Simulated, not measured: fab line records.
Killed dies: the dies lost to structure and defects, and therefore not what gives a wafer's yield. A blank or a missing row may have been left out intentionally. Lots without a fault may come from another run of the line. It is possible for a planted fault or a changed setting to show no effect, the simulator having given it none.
fab line records | flow nandHarc
[record] lots = 7 wafers = 21 lastDay = 24
route steps=1159 shown A_CONTACT@862 END@1159
lots that met no fault: from a run of the same line without faults
startH: start of the lot's first displayed wafer, in hours after the record's first day | waitH: time in hours since the lot's previous step | " as in the row above | L1.1+2: one row covering several wafers at once | - value missing, or start not given | * or withheld: withheld | < > ~ a bound
route shown NAME@n: a module of which the file shows steps, and the number in the route of the first | usual: mean/standard deviation of fault-free wafers | same: alike in all rows | chamber/n: place in a boat | sites: each site's reading | _std_site: how widely they spread, as a standard deviation | _edge_site: outer sites' mean less inner sites' | radiusMm: how far each site lies from the wafer's centre | mask NAME#n: copy n | behind: the most recent tool/chamber to have shaped the wafer | hold: why the lot was held/for how many hours/how that ended | device: the transistor (n, p or np) that didn't switch | end of line: the same wafers' tests at the end of the route | for a step that has no rows: nothing shown but its recipe | killed: count of dies lost to structure and defects at first sort (not the wafer's yield) | map: a wafer's dies, marking killed ones x, the rest . and places with no die _
set.NAME: the setting the step ran with; set.NAME@STEP: the setting that earlier step ran with | model.NAME: the simulator's own value behind a step, which no gauge read
a table for each step, a row for each wafer; lots at some steps of the route
services: a tool's chamber out of use, with start hour (startH, from the record's first day; less than 0 if before it), hours out, and reason
[[steps]]
[step NHARC_A_CONTACT_ETCH_111]
[recipe] sourceW = withheld pressureMtorr = 20 biasV = withheld timeS = 140 targetDepthA = 7000 arFlowSccm = withheld c4f8FlowSccm = withheld o2FlowSccm = withheld chemistry = C4F8/O2/Ar
[step NHARC_A_CONTACT_ETCH_112]
[recipe] sourceW = withheld pressureMtorr = 20 biasV = 3000 timeS = 94 targetDepthA = 9220 arFlowSccm = withheld c4f8FlowSccm = withheld o2FlowSccm = withheld chemistry = C4F8/O2/Ar
[step NHARC_A_CONTACT_ETCH_113]
[recipe] sourceW = withheld pressureMtorr = 20 biasV = 3000 timeS = 94 targetDepthA = 9220 arFlowSccm = withheld c4f8FlowSccm = withheld o2FlowSccm = withheld chemistry = C4F8/O2/Ar
// columns lot.wafer tool chamber startH waitH rfHoursCounterH
L820.2 harCapEtch-02 1 383.48 0.1 12
L820.1 " 0 " " 12
L820.3 " 0 " " -
L826.1 harCapEtch-01 1 416.29 0.1 64
L826.3 " 1 " " -
L826.5 " 0 " " -
L829.4 harCapEtch-02 0 429.10 0.1 -
L829.5 " 1 " " -
L829.6 " 0 " " -
L830.2 harCapEtch-02 0 432.40 0.1 20
L830.4 " 0 " " -
L830.5 " 1 " " -
L832.2 harCapEtch-02 0 450.08 0.1 22
L832.3 " 1 " " -
L832.4 " 0 " " -
L840.2 harCapEtch-01 1 495.77 0.1 78
L840.5 " 1 " " -
L840.6 " 0 " " -
L841.1 harCapEtch-03 1 505.71 0.1 105
L841.3 " 0 " " -
L841.5 " 1 " " -
[step NHARC_A_CONTACT_ETCH_114]
[recipe] sourceW = withheld pressureMtorr = 20 biasV = 3000 timeS = 94 targetDepthA = 9220 arFlowSccm = withheld c4f8FlowSccm = withheld o2FlowSccm = withheld chemistry = C4F8/O2/Ar
[step NHARC_A_CONTACT_ETCH_115]
[recipe] sourceW = withheld pressureMtorr = 20 biasV = 3000 timeS = 94 targetDepthA = 9220 arFlowSccm = withheld c4f8FlowSccm = withheld o2FlowSccm = withheld chemistry = C4F8/O2/Ar
[step NHARC_A_CONTACT_ETCH_116]
[recipe] sourceW = withheld pressureMtorr = 20 biasV = 3000 timeS = 94 targetDepthA = 9220 arFlowSccm = withheld c4f8FlowSccm = withheld o2FlowSccm = withheld chemistry = C4F8/O2/Ar
[step NHARC_A_CONTACT_ETCH_117]
[recipe] sourceW = withheld pressureMtorr = 20 biasV = 3000 timeS = 94 targetDepthA = 9220 arFlowSccm = withheld c4f8FlowSccm = withheld o2FlowSccm = withheld chemistry = C4F8/O2/Ar
[step NHARC_A_CONTACT_ETCH_118]
[recipe] sourceW = withheld pressureMtorr = 20 biasV = 3000 timeS = 94 targetDepthA = 9220 arFlowSccm = withheld c4f8FlowSccm = withheld o2FlowSccm = withheld chemistry = C4F8/O2/Ar
[step NHARC_A_CONTACT_ETCH_119]
[recipe] sourceW = withheld pressureMtorr = 20 biasV = 3000 timeS = 94 targetDepthA = 9220 arFlowSccm = withheld c4f8FlowSccm = withheld o2FlowSccm = withheld chemistry = C4F8/O2/Ar
// columns lot.wafer tool chamber startH waitH rfHoursCounterH
L820.2 harCapEtch-02 1 384.03 0.1 12
L820.1 " 0 " " 12
L820.3 " 0 " " -
L826.1 harCapEtch-01 1 416.84 0.1 65
L826.3 " 1 " " -
L826.5 " 0 " " -
L829.4 harCapEtch-02 0 429.65 0.1 -
L829.5 " 1 " " -
L829.6 " 0 " " -
L830.2 harCapEtch-02 0 432.94 0.1 20
L830.4 " 0 " " -
L830.5 " 1 " " -
L832.2 harCapEtch-02 0 450.62 0.1 23
L832.3 " 1 " " -
L832.4 " 0 " " -
L840.2 harCapEtch-01 1 496.32 0.1 79
L840.5 " 1 " " -
L840.6 " 0 " " -
L841.1 harCapEtch-03 1 506.44 0.1 105
L841.3 " 0 " " -
L841.5 " 1 " " -
[step NHARC_A_CONTACT_ETCH_120]
[recipe] sourceW = withheld pressureMtorr = 20 biasV = 3000 timeS = 94 targetDepthA = 9220 arFlowSccm = withheld c4f8FlowSccm = withheld o2FlowSccm = withheld chemistry = C4F8/O2/Ar
[step NHARC_A_CONTACT_ETCH_121]
[recipe] sourceW = withheld pressureMtorr = 20 biasV = 3000 timeS = 94 targetDepthA = 9220 arFlowSccm = withheld c4f8FlowSccm = withheld o2FlowSccm = withheld chemistry = C4F8/O2/Ar
[step NHARC_A_CONTACT_ETCH_122]
[recipe] sourceW = withheld pressureMtorr = 20 biasV = 3000 timeS = 95 targetDepthA = 9300 arFlowSccm = withheld c4f8FlowSccm = withheld o2FlowSccm = withheld chemistry = C4F8/O2/Ar
[step NHARC_A_CONTACT_ETCH_123]
[recipe] sourceW = withheld pressureMtorr = 20 biasV = 400 timeS = 253 targetDepthA = 10900 arFlowSccm = withheld c4f8FlowSccm = 11.5 o2FlowSccm = 7.2 chemistry = C4F8/O2/Ar
// columns lot.wafer tool chamber startH waitH rfHoursCounterH
L820.2 harCapEtch-02 1 384.39 0.1 13
L820.1 " 0 " " 13
L820.3 " 0 " " -
L826.1 harCapEtch-01 1 417.20 0.1 65
L826.3 " 1 " " -
L826.5 " 0 " " -
L829.4 harCapEtch-02 0 430.13 0.2 -
L829.5 " 1 " " -
L829.6 " 0 " " -
L830.2 harCapEtch-02 0 433.30 0.1 20
L830.4 " 0 " " -
L830.5 " 1 " " -
L832.2 harCapEtch-02 0 451.03 0.1 23
L832.3 " 1 " " -
L832.4 " 0 " " -
L840.2 harCapEtch-01 1 496.68 0.1 79
L840.5 " 1 " " -
L840.6 " 0 " " -
L841.1 harCapEtch-03 1 506.93 0.1 105
L841.3 " 0 " " -
L841.5 " 1 " " -
[step NHARC_A_CONTACT_ETCH_90]
[recipe] targetDepthA = 400 overEtchFrac = 0.5 timeS = 85.7 ionEnergyEv = 120 ch3fFlowSccm = 50 o2FlowSccm = 30 arFlowSccm = 200 rfW = 500 biasW = 100 chemistry = CH3F/O2
[step NHARC_A_CONTACT_ETCH_96]
[recipe] targetDepthA = 200 overEtchFrac = 0.5 timeS = 10 ionEnergyEv = 250 c4f6FlowSccm = 25 o2FlowSccm = 20 arFlowSccm = 500 rfW = 600 biasW = 500 chemistry = C4F6/O2
[step NHARC_A_CONTACT_CD_MEAS_53]
[usual] cdNm = 189.7/0.78
// columns lot.wafer tool chamber startH waitH cdNm
L820.1 cdSem-03 - 385.24 - 190.4
L820.2 " - " " 190.5
L820.3 " - " " 190.7
L826.1 cdSem-02 - 418.01 - 190.7
L826.3 " - " " 190.8
L826.5 " - " " 191.0
L829.4 cdSem-02 - 430.82 - 190.1
L829.5 " - " " 189.8
L829.6 " - " " 189.5
L830.2 cdSem-01 - 434.12 - 189.6
L830.4 " - " " 190.1
L830.5 " - " " 189.9
L832.2 cdSem-02 - 451.84 - 189.7
L832.3 " - " " 189.7
L832.4 " - " " 189.9
L840.2 cdSem-02 - 497.50 - 189.8
L840.5 " - " " 189.8
L840.6 " - " " 189.2
L841.1 cdSem-03 - 507.85 - 189.5
L841.3 " - " " 189.2
L841.5 " - " " 189.9
[step NHARC_A_CONTACT_STRIP_99]
[recipe] n2FlowSccm = 150 h2FlowSccm = 150 arFlowSccm = 0 biasW = 0 chemistry = N2/H2
[step NHARC_A_CONTACT_STRIP_100]
[recipe] cf4FlowSccm = 100 chf3FlowSccm = 30 arFlowSccm = 0 biasW = 0 chemistry = CF4/CHF3
[step NHARC_A_CONTACT_STRIP_101]
[recipe] o2FlowSccm = 400 cosFlowSccm = 20 arFlowSccm = 0 biasW = 0 chemistry = O2/COS
[step NHARC_A_CONTACT_ETCH_102]
[recipe] targetDepthA = 700 overetchA = 70 timeS = 38.5 ionEnergyEv = 100 cf4FlowSccm = 80 o2FlowSccm = 20 arFlowSccm = 0 rfW = 300 biasW = 100 chemistry = CF4/O2
[usual] drypumpMotorCurrentA = 5.8/0.41 oesProductAu = 0.999/0.0086 rfVppV = 198.1/1.6 showerheadPlenumPTorr = 1.35/0.066 throttleValvePct = 13.398/0.0093
// columns lot.wafer tool chamber startH waitH drypumpMotorCurrentA oesProductAu rfHoursCounterH rfVppV showerheadPlenumPTorr throttleValvePct
L820.2 rieDiel-04 3 385.70 0.1 6.0 0.999 34 198.7 1.39 13.405
L820.1 " 0 " " 5.9 0.999 36 197.5 1.36 13.397
L820.3 " 2 " " 5.6 1.004 34 194.9 1.23 13.397
L826.3 rieDiel-01 1 418.33 0.1 5.7 0.991 17 199.3 1.38 13.383
L826.1 " 2 " " 5.5 0.991 18 196.6 1.25 13.399
L826.5 " 3 " " 5.6 0.997 - 198.8 1.39 13.409
L829.4 rieDiel-04 0 431.17 0.1 5.9 1.004 56 197.8 1.35 13.387
L829.5 " 0 " " 6.0 1.007 - 198.9 1.35 13.398
L829.6 " 1 " " 6.1 0.994 - 201.0 1.43 13.388
L830.2 rieDiel-04 2 434.42 0.1 5.6 1.008 44 197.1 1.23 13.399
L830.4 " 3 " " 6.0 0.989 54 198.5 1.39 13.411
L830.5 " 1 " " 6.1 1.000 - 199.9 1.43 13.404
L832.2 rieDiel-01 2 452.16 0.1 5.5 0.996 25 196.7 1.25 13.414
L832.3 " 1 " " 5.7 1.004 25 199.5 1.38 13.403
L832.4 " 2 " " 5.5 0.995 - 195.5 1.25 13.397
L840.2 rieDiel-04 0 497.95 0.1 5.9 1.016 7 198.8 1.35 13.394
L840.5 " 1 " " 6.2 1.007 - 200.0 1.43 13.404
L840.6 " 2 " " 5.6 0.998 - 202.0 1.44 13.407
L841.3 rieDiel-01 0 508.19 0.1 5.3 1.003 2 197.8 1.36 13.390
L841.1 " 1 " " 5.7 1.002 2 199.4 1.38 13.393
L841.5 " 2 " " 5.6 0.983 - 195.2 1.25 13.399
[step NHARC_A_CONTACT_STRIP_55]
[recipe] o2FlowSccm = 500 arFlowSccm = 0 biasW = 0 chemistry = O2
[step NHARC_A_CONTACT_STRIP_56]
[recipe] timeS = 600 tempC = 30 chemistry = postEtchResidueRemover
[step NHARC_A_CONTACT_DEP_57]
[recipe] targetThkA = 28000 tempC = 400 material = aC
[step NHARC_A_CONTACT_DEP_58]
[recipe] targetThkA = 600 targetThkNm = 60 tempC = 400 pressureTorr = 3.5 flowSccm = 200 rfW = 350 material = SiON
[usual] heaterPowerW = 761/89
// columns lot.wafer tool chamber startH waitH heaterPowerW
L820.2 pecvd-03 0 388.48 1.5 757
L820.1 " 1 " " 705
L820.3 " 2 " " 827
L826.3 pecvd-02 1 422.89 0.9 733
L826.1 " 2 " " 603
L826.5 " 1 " " 735
L829.6 pecvd-02 2 435.91 0.1 665
L829.4 " 0 " " 917
L829.5 " 1 " " 857
L830.2 pecvd-02 0 437.78 1.2 775
L830.5 " 0 " " 771
L830.4 " 1 " " 777
L832.3 pecvd-04 0 454.65 0.9 666
L832.2 " 1 " " 671
L832.4 " 1 " " 699
L840.2 pecvd-03 1 500.79 1.2 662
L840.5 " 2 " " 800
L840.6 " 0 " " 825
L841.1 pecvd-03 1 510.74 1.6 700
L841.3 " 2 " " 713
L841.5 " 2 " " 740
[step NHARC_A_CONTACT_DEHYDRATE_59]
[recipe] tempC = 150 timeS = 120
[step NHARC_A_CONTACT_HMDS_60]
[recipe] timeS = 30
[step NHARC_A_CONTACT_COAT_61]
[recipe] tempC = 260 timeS = 75
[step NHARC_A_CONTACT_COAT_62]
[recipe] tempC = 225 timeS = 65
[step NHARC_A_CONTACT_COAT_63]
[recipe] spinRpm = 1500 resistThkNm = 90
[step NHARC_A_CONTACT_SOFTBAKE_64]
[recipe] tempC = 105 timeS = 55
[step NHARC_A_CONTACT_EBR_65]
[step NHARC_A_CONTACT_EXPOSE_66]
[recipe] na = 1.35 sigmaOuter = 0.8 doseMj = 59.02 maskId = A_CC_2
[step NHARC_A_CONTACT_PEB_67]
[recipe] pebTempC = 100 pebTimeS = 65
[step NHARC_A_CONTACT_DEVELOP_68]
[recipe] developTimeS = 35 devTempC = 23
[step NHARC_A_CONTACT_CD_MEAS_69]
[recipe] targetCdNm = 200 landingEnergyEv = 500
[usual] cdNm = 200.0/0.42
// columns lot.wafer tool chamber startH waitH cdNm
L820.1 cdSem-01 0 389.20 - 199.3
L820.2 " 0 " " 199.6
L820.3 " 0 " " 199.7
L826.1 cdSem-03 0 423.48 - 198.9
L826.3 " 0 " " 199.5
L826.5 " 0 " " 200.2
L829.4 cdSem-02 0 436.55 - 199.5
L829.5 " 0 " " 200.0
L829.6 " 0 " " 199.6
L830.2 cdSem-01 0 438.35 - 200.1
L830.4 " 0 " " 199.3
L830.5 " 0 " " 200.1
L832.2 cdSem-01 0 455.38 - 200.0
L832.3 " 0 " " 200.3
L832.4 " 0 " " 200.3
L840.2 cdSem-01 0 501.46 - 200.1
L840.5 " 0 " " 200.3
L840.6 " 0 " " 200.1
L841.1 cdSem-01 0 511.46 - 200.6
L841.3 " 0 " " 200.2
L841.5 " 0 " " 200.0
[step NHARC_A_CONTACT_OVL_MEAS_70]
[usual] overlayXNm = 0.1/0.97 overlayYNm = 0.1/0.91
// columns lot.wafer tool chamber startH waitH overlayXNm overlayYNm
L820.1 overlay-01 - 389.29 - 1.1 -1.8
L820.2 " - " " 0.9 -2.1
L820.3 " - " " 0.8 -1.7
L826.1 overlay-01 - 423.57 - -1.0 -0.1
L826.3 " - " " -0.3 -0.2
L826.5 " - " " -0.3 0.6
L829.4 overlay-02 - 436.63 - -0.1 0.0
L829.5 " - " " -0.7 -0.2
L829.6 " - " " 0.2 -0.3
L830.2 overlay-01 - 438.43 - -0.9 0.3
L830.4 " - " " -1.1 0.8
L830.5 " - " " -0.5 0.4
L832.2 overlay-02 - 455.47 - -1.4 0.9
L832.3 " - " " -0.3 1.0
L832.4 " - " " 0.2 1.0
L840.2 overlay-02 - 501.54 - 1.1 0.5
L840.5 " - " " 1.0 1.0
L840.6 " - " " 1.0 0.9
L841.1 overlay-01 - 511.55 - 0.2 0.1
L841.3 " - " " -0.1 0.4
L841.5 " - " " 0.3 0.2
[step NHARC_A_CONTACT_DESCUM_74]
[recipe] timeS = 3 o2FlowSccm = 200 arFlowSccm = 0 biasPowerW = 0 chemistry = O2
[step NHARC_A_CONTACT_ETCH_75]
[recipe] targetDepthA = 390 overEtchFrac = 0.3 timeS = 65 ionEnergyEv = 80 cf4FlowSccm = 150 arFlowSccm = 0 rfW = 300 biasW = 100 chemistry = CF4
[step NHARC_A_CONTACT_ETCH_76]
[recipe] targetDepthA = 2600 overEtchFrac = 0.3 timeS = 475.3 ionEnergyEv = 200 n2FlowSccm = 150 h2FlowSccm = 150 arFlowSccm = 0 rfW = 400 biasW = 150 chemistry = N2/H2
[usual] drypumpMotorCurrentA = 5.8/0.4 oesProductAu = 0.999/0.0079 rfVppV = 431/3.2 showerheadPlenumPTorr = 2.06/0.11 throttleValvePct = 14.171/0.0091
// columns lot.wafer tool chamber startH waitH drypumpMotorCurrentA oesProductAu rfHoursCounterH rfVppV showerheadPlenumPTorr throttleValvePct
L820.3 rieDiel-04 3 - - 6.0 0.996 35 433 2.13 14.179
L820.2 " 0 " " 5.9 0.996 38 432 2.07 14.178
L820.1 " 1 " " 6.2 1.020 41 434 2.20 14.183
L826.1 rieDiel-04 1 - - 6.2 0.994 55 434 2.20 14.164
L826.3 " 2 " " 5.6 1.008 41 425 1.88 14.173
L826.5 " 2 " " 5.6 1.010 - 425 1.88 14.171
L829.4 rieDiel-01 3 - - 5.6 0.993 22 433 2.13 14.174
L829.6 " 1 " " 5.7 0.991 - 433 2.11 14.170
L829.5 " 2 " " 5.5 0.990 - 426 1.91 14.149
L830.4 rieDiel-01 3 - - 5.6 0.997 23 433 2.13 14.166
L830.2 " 0 " " 5.3 0.997 24 431 2.08 14.184
L830.5 " 3 " " 5.6 0.996 - 432 2.13 14.171
L832.2 rieDiel-01 2 - - 5.5 1.005 26 427 1.91 14.170
L832.3 " 0 " " 5.3 1.003 27 431 2.08 14.171
L832.4 " 2 " " 5.6 0.990 - 427 1.91 14.170
L840.2 rieDiel-01 1 - - 5.7 0.996 0 433 2.11 14.177
L840.5 " 1 " " 5.7 1.003 - 433 2.11 14.165
L840.6 " 2 " " 5.5 0.986 - 426 1.91 14.161
L841.3 rieDiel-04 2 - - 5.6 0.999 13 435 2.21 14.194
L841.1 " 3 " " 6.1 1.005 12 433 2.12 14.167
L841.5 " 0 " " 5.9 0.996 - 431 2.06 14.165
[step NHARC_A_CONTACT_ETCH_77]
[recipe] targetDepthA = 726 timeS = 36.3 cf4FlowSccm = 100 chf3FlowSccm = 30 arFlowSccm = 0 rfW = 500 biasW = 200 chemistry = CF4/CHF3
[step NHARC_A_CONTACT_ETCH_78]
[recipe] targetDepthA = 28000 overEtchFrac = 0.3 timeS = 728 ionEnergyEv = 150 o2FlowSccm = 400 cosFlowSccm = 20 arFlowSccm = 0 rfW = 500 biasW = 300 chemistry = O2/COS
[step NHARC_END_SORT_01]
[recipe] tempC = 25
[usual] killedAtArray = 27/11 killedAtOther = 0.8/1.1 killedAtPeriphery = 2.8/1.9 killedDies = 30/11 killedOpen = 3.3/1.8 killedShort = 2.3/1.5
[same] grossDies = 677
// columns lot.wafer tool chamber startH waitH killedAtArray killedAtOther killedAtPeriphery killedDies killedOpen killedShort
L826.1 prober-01 0 481.74 2.5 14 1 4 19 8 4
L826.3 prober-01 0 483.34 3.1 18 1 2 21 5 5
L826.5 prober-01 0 484.94 3.7 11 0 1 12 1 3
L830.5 prober-01 0 506.64 3.7 129 3 1 133 5 3
L829.5 prober-02 0 506.69 3.7 108 0 3 111 4 2
L832.3 prober-01 0 519.03 3.1 119 1 1 121 1 1
// killed by level:class
L826.1 A_CONTACT:chamberFilmFlake=4 A_BLC:geometricParticle:open=3 A_WL_FILL:geometricParticle:short=2 A_CONTACT:geometricParticle:open=2 P_CONTACT:geometricParticle:open=1 P_M0:geometricParticle:short=1 P_M2:geometricParticle:open=1 A_M0:geometricParticle:short=1
L826.3 A_CHANNEL_HOLE_D1:chamberFilmFlake=5 A_CHANNEL_FILL_D1:geometricParticle:open=2 A_CHANNEL_FILL_D1:chamberFilmFlake=2 A_CONTACT:chamberFilmFlake=2 P_CONTACT:geometricParticle:short=1 P_M1:geometricParticle:open=1 A_ONON_D1:geometricParticle:short=1 A_CHANNEL_HOLE_D1:geometricParticle:short=1
L826.5 A_CONTACT:chamberFilmFlake=5 A_CHANNEL_HOLE_D1:chamberFilmFlake=2 P_M0:geometricParticle:short=1 A_ONON_D1:geometricParticle:short=1 A_CHANNEL_FILL_D1:geometricParticle:short=1 A_CHANNEL_FILL_D1:geometricParticle:open=1 A_STAIRCASE:chamberFilmFlake=1
L830.5 A_CONTACT:unspecified=98 A_CHANNEL_HOLE_D1:chamberFilmFlake=19 A_WL_FILL:chamberFilmFlake=3 A_WL_FILL:geometricParticle:short=2 A_STAIRCASE:chamberFilmFlake=2 THIN_TSV:chamberFilmFlake=2 P_M0:geometricParticle:open=1 A_ONON_D1:geometricParticle:open=1
L829.5 A_CONTACT:unspecified=91 A_SLIT:chamberFilmFlake=5 A_CHANNEL_HOLE_D1:chamberFilmFlake=3 A_STAIRCASE:chamberFilmFlake=2 P_M0:geometricParticle:open=1 A_ONON_D1:geometricParticle:open=1 A_CHANNEL_FILL_D1:geometricParticle:short=1 A_CHANNEL_FILL_D1:geometricParticle:open=1
L832.3 A_CONTACT:unspecified=101 A_CHANNEL_HOLE_D1:chamberFilmFlake=10 A_ZERO_WELL:chamberFilmFlake=2 A_STAIRCASE:chamberFilmFlake=2 A_CONTACT:geometricParticle:open=1 A_BLC:geometricParticle:short=1 P_ZERO_WELL:chamberFilmFlake=1 A_SLIT:chamberFilmFlake=1
// map L829.5 (x killed, . not)
____________.____________
_________......._________
_______.........x._______
______.............______
_____...........x..._____
____.........x.......____
____....x............____
___..xxxx.............___
___..xxxxxx....x......___
__....xxxxxxx..........__
__..xxxxxxxxx.......x..__
_...xxxxxxxxx..........._
_...xxxxxxxxxx.........._
_...xxxxxxxxxx.........._
_...xxxxxxxx.x...x......_
_....xxxxxxxx..........._
...xxxxxxxx..............
......xxxxxxx....x.......
......x.xxx....x.........
.......xxx...............
.........................
_......................._
_.................x....._
_.................x....._
_......................._
_......................._
__.....................__
__.....................__
___...............x...___
___...................___
____x................____
____xx...............____
_____x.............._____
______x............______
_______..........._______
_________......._________
____________.____________
// map L830.5 (x killed, . not)
____________.____________
_________......._________
_______..........._______
______.............______
_____..............._____
____.................____
____...xxxxxx........____
___...xx.x.x..........___
___..xxxxxx...........___
__..x.xxxxxx...........__
__x.xxxxxxxxx..x.......__
_...xxxxxxxx............_
_...xxxxxxxxx..........._
_xx.xxxxxxxx............_
_...xxxxxxxxx..........._
_...xxxxxxxxx..........._
...xxxxxxxxxx............
...xxxxxxxx..............
.......xxxx.........x....
...x.xx.xx...............
...xxxxx...x............x
_.xxx.x................._
_...xx.....x.........x.._
_.xx...................._
_..xx.x................._
_..xx...x..............._
__.....................__
__...x.................__
___........x..........___
___...................___
____..............x..____
____.................____
_____..............._____
______.............______
_______..........._______
_________......._________
____________.____________
[[services]]
// columns tool chamber startH hours kind
pecvd-04 - 360.38 0.3 repair
rieDiel-04 0 372.02 - clean
rieDiel-04 1 372.02 - clean
rieDiel-04 2 372.02 - clean
rieDiel-04 3 372.02 - clean
rieDiel-01 0 372.83 - clean
rieDiel-01 1 372.83 - clean
rieDiel-01 2 372.83 - clean
rieDiel-01 3 372.83 - clean
pecvd-04 - 376.21 13.0 pm
rieDiel-04 0 397.11 - clean
rieDiel-04 1 397.11 - clean
rieDiel-04 2 397.11 - clean
rieDiel-04 3 397.11 - clean
rieDiel-01 0 397.36 - clean
rieDiel-01 1 397.36 - clean
harCapEtch-01 - 436.51 0.9 repair
rieDiel-01 3 442.07 24.2 repair
rieDiel-04 3 455.70 2.4 repair
rieDiel-04 - 466.30 9.0 pm
pecvd-03 2 472.87 4.5 repair
pecvd-03 - 473.05 13.0 pm
rieDiel-01 - 491.83 9.0 pm
pecvd-02 - 502.60 68.1 repair
[[key]]
[firstSign] step = NHARC_END_SORT_01 reading = killedAtArray direction = up sigmas = 8.5 usual = 27 struck = 119
[effect] step = NHARC_END_SORT_01 reading = killedDies direction = up sigmas = 8.3 usual = 30 struck = 122
[moreKillsBornAt] NHARC_A_CONTACT_ETCH_123@harCapEtch-02 = 290
metAt NHARC_A_CONTACT_ETCH_123
struckWafers L829.5,L830.5,L832.3
testerLeftOut L829,L830,L832
onsetBetween 384.39 430.13
[fault] kind = chamberParticleSource tool = harCapEtch-02 chamber = 1 onsetH = 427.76 steps = NHARC_A_CONTACT_ETCH_123 ratePerVisitCm2 = 1.6518 endH = 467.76
// testerLeftOut: of these lots the tester's yield and bins aren't shown, on N5 and GAA mostly nor the transistor test; their killed dies are dies lost to structure and defects alone, not to doping, threshold or leakage, so they don't give the yield
